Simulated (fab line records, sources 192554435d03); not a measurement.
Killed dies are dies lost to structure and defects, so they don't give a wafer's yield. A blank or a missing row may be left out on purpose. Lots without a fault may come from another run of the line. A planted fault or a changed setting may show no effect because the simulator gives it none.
Split-lot experiment | flow n5_finfet | 7 lots, 39 wafers read, on a route of 1938 steps

THE SPLIT
At N5_MOL_CONTACT_COAG_VIA_ETCH_117 (etches SiO2 in C4F6/O2, target depth 40 nm, overetch 8 nm, time 26 s), the setting bias_w was moved away from the recipe's 455 W on 9 of the 39 wafers read, by -15.0% to +17.1%. The other wafers ran this setting at the recipe's value.

The reading is taken at the split's own step.

THE READING
rf_vpp_V, in V, at N5_MOL_CONTACT_COAG_VIA_ETCH_117 (etches SiO2 in C4F6/O2, target depth 40 nm, overetch 8 nm, time 26 s). Fault-free wafers of this fab line usually give 1609 V, standard deviation 26 V.

wafer  | tool, chamber at the split | bias_w as run, W | against the recipe | rf_vpp_V, V | against lot-mates on the recipe
L078.1 | rie_diel-05, 2             | 418.8            | -8.0%              | 1523        | -36
L078.2 | rie_diel-05, 3             | 418.8            | -8.0%              | 1518        | -41
L078.3 | rie_diel-05, 1             | 455              | recipe             | 1564        | -
L078.4 | rie_diel-05, 0             | 455              | recipe             | 1557        | -
L078.5 | rie_diel-05, 0             | 455              | recipe             | 1557        | -
L078.6 | rie_diel-05, 3             | 418.8            | -8.0%              | 1517        | -42
L079.1 | rie_diel-01, 0             | 455              | recipe             | 1598        | -
L079.2 | rie_diel-01, 1             | 533              | +17.1%             | 1768        | +178
L079.3 | rie_diel-01, 3             | 533              | +17.1%             | 1832        | +242
L079.4 | rie_diel-01, 0             | 455              | recipe             | 1599        | -
L079.5 | rie_diel-01, 3             | 533              | +17.1%             | 1833        | +243
L079.6 | rie_diel-01, 1             | 455              | recipe             | 1573        | -
L084.1 | rie_diel-01, 3             | 386.9            | -15.0%             | 1444        | -159
L084.2 | rie_diel-01, 1             | 455              | recipe             | 1573        | -
L084.3 | rie_diel-01, 0             | 455              | recipe             | 1598        | -
L084.4 | rie_diel-01, 2             | 455              | recipe             | 1638        | -
L084.5 | rie_diel-01, 1             | 386.9            | -15.0%             | 1393        | -210
L084.6 | rie_diel-01, 2             | 386.9            | -15.0%             | 1451        | -152
L085.1 | rie_diel-05, 0             | 455              | recipe             | 1557        | -
L085.2 | rie_diel-05, 3             | 455              | recipe             | 1613        | -
L085.3 | rie_diel-05, 1             | 455              | recipe             | 1564        | -
L085.4 | rie_diel-05, 2             | 455              | recipe             | 1621        | -
L085.5 | rie_diel-05, 2             | 455              | recipe             | 1621        | -
L085.6 | rie_diel-05, 3             | 455              | recipe             | 1614        | -
L088.1 | rie_diel-05, 3             | 455              | recipe             | 1614        | -
L088.2 | rie_diel-05, 1             | 455              | recipe             | 1565        | -
L088.3 | rie_diel-05, 2             | 455              | recipe             | 1619        | -
L088.4 | rie_diel-05, 0             | 455              | recipe             | 1555        | -
L088.5 | rie_diel-05, 3             | 455              | recipe             | 1615        | -
L088.6 | rie_diel-05, 0             | 455              | recipe             | 1555        | -
L089.1 | rie_diel-05, 3             | 455              | recipe             | 1614        | -
L089.3 | rie_diel-05, 1             | 455              | recipe             | 1562        | -
L089.6 | rie_diel-05, 2             | 455              | recipe             | 1620        | -
L097.1 | rie_diel-01, 2             | 455              | recipe             | 1636        | -
L097.2 | rie_diel-01, 1             | 455              | recipe             | 1573        | -
L097.3 | rie_diel-01, 3             | 455              | recipe             | 1631        | -
L097.4 | rie_diel-01, 0             | 455              | recipe             | 1597        | -
L097.5 | rie_diel-01, 3             | 455              | recipe             | 1630        | -
L097.6 | rie_diel-01, 0             | 455              | recipe             | 1596        | -

THE FIT
A straight line over all 39 wafers: rf_vpp_V changes by +11.7 V for each +1% of bias_w; r = +0.94; the points scatter about the line by 28 V.
The same after taking each lot's own level away (the mean of its wafers on the recipe; 39 wafers): +11.6 V for each +1%; r = +0.94; scatter 29 V.
On that fit, the largest move of bias_w shifts the reading by 2e+02 V.
The lots' own levels span 1559.3 to 1610.5 V, that is 2.0 times the standard deviation above.
So the lot-to-lot level changes the slope little: the two slopes agree.
Check: with one of the wafers moved furthest among these (+17.1%) left out of the fit, the line predicts +211 V for it against its lot-mates. It came out at +178 V against them.
Tool readings at the split's step, against how far the setting was moved: rf_vpp_V r = +0.94.

OTHER SPLITS ON THESE WAFERS
These wafers also went through other splits before the reading. Each is held against what the fit with the lots' levels taken away leaves over:
other split on the same wafers        | wafers away from the commonest value | r with rf_vpp_V (lot level and that fit taken away)
N5_DUMMY_GATE_ETCH_32 time_s          | 15                                   | -0.02
N5_GATE_CUT_ETCH_58 time_s            | 12                                   | -0.20
N5_MOL_CONTACT_COAG_EXPOSE_05 dose_mj | 15                                   | +0.23
N5_MOL_CONTACT_COAG_ETCH_47 source_w  | 15                                   | +0.07

THE FILE'S OWN FIT
rf_vpp_V changes by +11.5 V for each +1% of bias_w, r = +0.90.
